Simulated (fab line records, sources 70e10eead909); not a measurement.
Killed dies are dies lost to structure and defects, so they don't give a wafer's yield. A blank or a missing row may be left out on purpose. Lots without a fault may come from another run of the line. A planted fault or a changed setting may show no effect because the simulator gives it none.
Which tool did it? | flow nand_harc | 24 lots, 72 wafers sampled, at 4 steps of a route of 1159

WHAT THE GAUGES READ, wafer by wafer
NHARC_A_WL_FILL_INSPECT_15. Usual: raw_defect_count 401, standard deviation 120.
lot  | measured     | on                | raw_defect_count | flag
L074 | day 16 08:26 | defect_inspect-02 | 271 570 278      |
L075 | day 16 15:35 | defect_inspect-01 | 249 511 219      |
L076 | day 17 00:11 | defect_inspect-02 | 250 273 406      |
L078 | day 16 11:40 | defect_inspect-02 | 418 308 383      |
L077 | day 17 08:31 | defect_inspect-01 | 325 341 274      |
L079 | day 17 14:15 | defect_inspect-01 | 483 385 331      |
L080 | day 18 02:26 | defect_inspect-02 | 408 384 329      |
L081 | day 17 19:05 | defect_inspect-02 | 488 412 382      |
L082 | day 18 08:47 | defect_inspect-01 | 541 359 389      |
L084 | day 18 16:23 | defect_inspect-01 | 446 336 377      |
L083 | day 18 16:28 | defect_inspect-01 | 422 669 479      |
L086 | day 19 22:11 | defect_inspect-01 | 545 481 333      |
L088 | day 19 21:31 | defect_inspect-02 | 372 547 420      |
L087 | day 20 01:50 | defect_inspect-01 | 284 386 403      |
L085 | day 20 09:39 | defect_inspect-01 | 454 340 507      |
L091 | day 20 21:03 | defect_inspect-01 | 392 398 622      |
L089 | day 21 02:35 | defect_inspect-01 | 230 293 329      |
L090 | day 20 11:48 | defect_inspect-01 | 699 463 526      |
L092 | day 21 02:23 | defect_inspect-01 | 404 599 460      |
L093 | day 20 13:57 | defect_inspect-01 | 420 266 253      |
L095 | day 20 21:45 | defect_inspect-01 | 783 543 668      |
L094 | day 21 07:31 | defect_inspect-01 | 310 386 411      |
L096 | day 21 18:34 | defect_inspect-01 | 353 361 338      |
L097 | day 21 14:14 | defect_inspect-02 | 306 266 289      |

NHARC_A_CONTACT_CD_MEAS_42: target cd 200 nm. Usual: cd_nm 200.0 nm, standard deviation 0.42.
lot  | measured     | on        | cd_nm (nm)        | flag
L074 | day 16 15:28 | cd_sem-02 | 199.8 199.9 200.0 |
L075 | day 16 21:35 | cd_sem-02 | 200.2 200.2 200.3 |
L076 | day 17 04:05 | cd_sem-01 | 199.9 199.4 200.0 |
L078 | day 16 17:26 | cd_sem-02 | 200.3 199.7 200.5 |
L077 | day 17 12:31 | cd_sem-01 | 200.1 199.0 199.1 |
L079 | day 17 17:53 | cd_sem-01 | 200.3 199.7 200.3 |
L080 | day 18 06:03 | cd_sem-03 | 200.5 200.0 200.1 |
L081 | day 17 23:19 | cd_sem-03 | 200.7 200.4 200.1 |
L082 | day 18 14:01 | cd_sem-03 | 199.3 199.3 199.1 |
L084 | day 18 19:56 | cd_sem-01 | 200.0 199.4 199.2 |
L083 | day 18 20:14 | cd_sem-01 | 199.3 199.5 200.1 |
L086 | day 20 02:03 | cd_sem-01 | 199.6 199.8 199.2 |
L088 | day 20 01:11 | cd_sem-02 | 200.3 200.0 200.2 |
L087 | day 20 05:30 | cd_sem-03 | 200.2 199.6 199.7 |
L085 | day 20 14:20 | cd_sem-02 | 199.9 200.5 200.3 |
L091 | day 21 02:32 | cd_sem-02 | 199.9 199.9 199.9 |
L089 | day 21 10:52 | cd_sem-03 | 199.2 199.1 199.6 |
L090 | day 20 15:27 | cd_sem-03 | 200.0 200.2 200.1 |
L092 | day 21 10:43 | cd_sem-03 | 200.1 199.5 199.7 |
L093 | day 20 17:39 | cd_sem-03 | 199.9 200.3 199.8 |
L095 | day 21 04:44 | cd_sem-02 | 200.4 199.4 200.0 |
L094 | day 21 16:01 | cd_sem-01 | 199.5 200.6 200.0 |
L096 | day 22 01:08 | cd_sem-01 | 200.2 200.3 200.6 |
L097 | day 21 21:22 | cd_sem-02 | 200.1 200.3 200.0 |

WHICH TOOL RAN EACH LOT (tool, then ch and the chambers of the sampled wafers, then the start)
lot  | NHARC_A_STAIRCASE_ETCHBACK_416                | NHARC_A_CONTACT_DEP_29
L074 | rie_diel-05 ch 0,1,3, day 16 08:26 or earlier | pecvd-04 ch 0,1,2, day 16 14:49
L075 | rie_diel-05 ch 1,2, day 16 15:35 or earlier   | pecvd-01 ch 1,2, day 16 20:54
L076 | rie_diel-04 ch 0,2,3, day 17 00:11 or earlier | pecvd-01 ch 0,1, day 17 03:25
L078 | rie_diel-05 ch 1,2,3, day 16 11:40 or earlier | pecvd-03 ch 0,2, day 16 16:50
L077 | rie_diel-11 ch 2,3, day 17 08:31 or earlier   | pecvd-01 ch 0,1, day 17 11:55
L079 | rie_diel-05 ch 1,2, day 17 14:15 or earlier   | pecvd-01 ch 0,1, day 17 17:11
L080 | rie_diel-11 ch 1,2,3, day 18 02:26 or earlier | pecvd-01 ch 0,1,2, day 18 05:19
L081 | rie_diel-05 ch 0,1,3, day 17 19:05 or earlier | pecvd-01 ch 1,2, day 17 22:43
L082 | rie_diel-04 ch 2,3, day 18 08:47 or earlier   | pecvd-04 ch 0,2, day 18 13:18
L084 | rie_diel-11 ch 2,3, day 14 10:47              | pecvd-03 ch 0,1, day 18 19:22
L083 | rie_diel-11 ch 0,1, day 18 16:28 or earlier   | pecvd-04 ch 0,1, day 18 19:40
L086 | rie_diel-11 ch 1,2,3, day 19 22:11 or earlier | pecvd-04 ch 0,1,2, day 20 01:20
L088 | rie_diel-04 ch 0,3, day 19 21:31 or earlier   | pecvd-04 ch 0,1,2, day 20 00:40
L087 | rie_diel-11 ch 0,1, day 20 01:50 or earlier   | pecvd-01 ch 0,1,2, day 20 04:52
L085 | rie_diel-11 ch 1,2,3, day 20 09:39 or earlier | pecvd-03 ch 0,1,2, day 20 13:41
L091 | rie_diel-04 ch 2,3, day 20 21:03 or earlier   | pecvd-01 ch 0,2, day 21 01:50
L089 | rie_diel-04 ch 0,2,3, day 21 02:35 or earlier | pecvd-01 ch 0,2, day 21 10:07
L090 | rie_diel-11 ch 0,3, day 20 11:48 or earlier   | pecvd-03 ch 0,1,2, day 20 14:45
L092 | rie_diel-11 ch 0,1,2, day 21 02:23 or earlier | pecvd-03 ch 0,1,2, day 21 09:59
L093 | rie_diel-11 ch 0,1,3, day 20 13:57 or earlier | pecvd-01 ch 0,1,2, day 20 17:03
L095 | rie_diel-11 ch 0,3, day 20 21:45 or earlier   | pecvd-01 ch 0,2, day 21 04:02
L094 | rie_diel-05 ch 0,2,3, day 21 07:31 or earlier | pecvd-03 ch 0,2, day 21 15:20
L096 | rie_diel-05 ch 0,2,3, day 21 18:34 or earlier | pecvd-01 ch 0,1, day 22 00:26
L097 | rie_diel-04 ch 0,1,3, day 21 14:14 or earlier | pecvd-03 ch 0,1,2, day 21 20:38
- NHARC_A_STAIRCASE_ETCHBACK_416: etches the open film in C4F8/O2/Ar, target depth 36 nm, time 7.2 s.
- NHARC_A_CONTACT_DEP_29: deposits SiON, target thk 70 nm.

WHAT THE TOOLS THEMSELVES READ (means of the sampled wafers that have a number; where no wafer has one, the mark that the record gives instead)
NHARC_A_STAIRCASE_ETCHBACK_416. Usual: oes_product_au 0.94 a.u., standard deviation 0.031; rf_vpp_V 724 V, standard deviation 3.2.
lot  | tool        | oes_product_au (a.u.) | rf_vpp_V (V) | flag
L074 | rie_diel-05 | 0.93                  | 722          |
L075 | rie_diel-05 | 0.93                  | 726          |
L076 | rie_diel-04 | 0.94                  | 723          |
L078 | rie_diel-05 | 0.94                  | 722          |
L077 | rie_diel-11 | 0.93                  | 727          |
L079 | rie_diel-05 | 0.92                  | 725          |
L080 | rie_diel-11 | 0.93                  | 727          |
L081 | rie_diel-05 | 0.93                  | 723          |
L082 | rie_diel-04 | 0.91                  | 724          |
L084 | rie_diel-11 | 0.93                  | 727          |
L083 | rie_diel-11 | 0.92                  | 724          |
L086 | rie_diel-11 | 0.93                  | 727          |
L088 | rie_diel-04 | 0.93                  | 724          |
L087 | rie_diel-11 | 0.93                  | 725          |
L085 | rie_diel-11 | 0.93                  | 727          |
L091 | rie_diel-04 | 0.92                  | 721          |
L089 | rie_diel-04 | 0.93                  | 723          |
L090 | rie_diel-11 | 1.01                  | 723          |
L092 | rie_diel-11 | 1.01                  | 726          |
L093 | rie_diel-11 | 1.01                  | 724          |
L095 | rie_diel-11 | 1.00                  | 725          |
L094 | rie_diel-05 | 0.93                  | 721          |
L096 | rie_diel-05 | 0.93                  | 721          |
L097 | rie_diel-04 | 0.93                  | 724          |

NHARC_A_CONTACT_DEP_29. Usual: heater_power_w 792 W, standard deviation 150.
lot  | tool     | heater_power_w (W) | flag
L074 | pecvd-04 | 777                |
L075 | pecvd-01 | 901                |
L076 | pecvd-01 | 941                |
L078 | pecvd-03 | 709                |
L077 | pecvd-01 | 840                |
L079 | pecvd-01 | 827                |
L080 | pecvd-01 | 801                |
L081 | pecvd-01 | 1038               |
L082 | pecvd-04 | 717                |
L084 | pecvd-03 | 647                |
L083 | pecvd-04 | 856                |
L086 | pecvd-04 | 793                |
L088 | pecvd-04 | 810                |
L087 | pecvd-01 | 830                |
L085 | pecvd-03 | 744                |
L091 | pecvd-01 | 735                |
L089 | pecvd-01 | 691                |
L090 | pecvd-03 | 740                |
L092 | pecvd-03 | 701                |
L093 | pecvd-01 | 819                |
L095 | pecvd-01 | 700                |
L094 | pecvd-03 | 727                |
L096 | pecvd-01 | 822                |
L097 | pecvd-03 | 717                |

THE ANSWER, worked out from the rows above alone
Rule: a lot is off if the mean of its wafers that have a number lies more than 3 standard deviations from the usual mean. A lot without any number at a reading at which 4 lots or more have one is off too. The other lots that the step has rows for count as sound. The gauges are gone through in route order, then the tools' own readings, and for those a lot's mean is taken as printed above. The first step at which some lot is off is used, and at that step the reading that is off furthest; a lot without a number counts as furthest.
No lot is off at any reading shown: from this, nothing can be told.

WHAT THE SIMULATOR HAD PUT IN
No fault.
